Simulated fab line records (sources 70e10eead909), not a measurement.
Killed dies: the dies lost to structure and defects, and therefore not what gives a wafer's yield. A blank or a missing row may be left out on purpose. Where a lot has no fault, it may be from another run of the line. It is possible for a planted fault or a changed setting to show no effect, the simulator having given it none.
Chamber matching ; flow nand_harc ; NHARC_A_M1_ETCH_35 on rie_diel-12 has 4 sister chambers
The step etches the open film in N2/H2, target depth 40 nm, overetch 12 nm, time 43.94 s. 18 wafers are shown with their chamber, then 9 later ones without.

== WAFERS, EACH WITH ITS CHAMBER ==
wafer;chamber;showerhead_plenum_p_Torr (Torr);drypump_motor_current_A (A);rf_vpp_V (V)
L075.2;3;1.92;6.3;426.9
L075.5;3;1.92;6.3;426.9
L075.6;2;2.13;5.2;433.1
L076.1;3;1.92;6.3;426.9
L076.3;1;2.14;5.2;433.0
L076.5;0;2.01;5.4;429.0
L078.2;3;1.92;6.3;427.1
L078.5;1;2.13;5.2;435.2
L078.6;0;2.01;5.4;430.7
L080.1;2;2.13;5.3;433.6
L080.2;1;2.13;5.2;433.6
L080.6;1;2.13;5.2;434.3
L084.3;1;2.13;5.2;434.2
L084.5;1;2.13;5.2;431.8
L084.6;2;2.13;5.2;433.0
L081.2;0;2.01;5.4;429.8
L081.3;1;2.13;5.2;433.9
L081.5;1;2.13;5.2;432.7

SIGNATURES, as means of the wafers listed above
reading;chamber 0;chamber 1;chamber 2;chamber 3;scatter within a chamber
showerhead_plenum_p_Torr;2.0100;2.1313;2.1300;1.9200;0.0025
drypump_motor_current_A;5.400;5.200;5.233;6.300;0.0218
rf_vpp_V;429.833;433.587;433.233;426.950;0.828
Rule: a wafer lies at a distance from a chamber equal to the root of the sum of squares, over the readings, of (its reading less the chamber's mean, divided by the reading's scatter). If the next closest chamber is less than 2 further off than the closest, the wafer can't be placed; otherwise it belongs to the closest. The scatter is the square root of a quotient: the sum, over the shown wafers, of each reading's squared deviation from its chamber's mean, divided by wafers minus chambers.

== WAFERS WITH NO CHAMBER GIVEN ==
wafer;showerhead_plenum_p_Torr (Torr);drypump_motor_current_A (A);rf_vpp_V (V)
L086.1;2.13;5.2;432.6
L086.2;2.13;5.2;434.1
L086.6;1.92;6.3;425.5
L092.1;2.13;5.3;432.8
L092.5;1.92;6.2;428.2
L092.6;2.13;5.3;433.0
L094.1;1.92;6.3;427.0
L094.3;2.13;5.2;431.6
L094.4;2.01;5.4;429.9

== THE CHAMBER EACH PASSED THROUGH ==
wafer;from the rows above;in truth
L086.1;can't be placed: 1 or 2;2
L086.2;can't be placed: 1 or 2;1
L086.6;3;3
L092.1;can't be placed: 2 or 1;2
L092.5;3;3
L092.6;can't be placed: 2 or 1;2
L094.1;3;3
L094.3;can't be placed: 1 or 2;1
L094.4;0;0
Correctly placed: 4 of 9. Unplaceable from these rows: 5, with the true chamber sitting among the candidates in 5. Placed wrongly: 0.
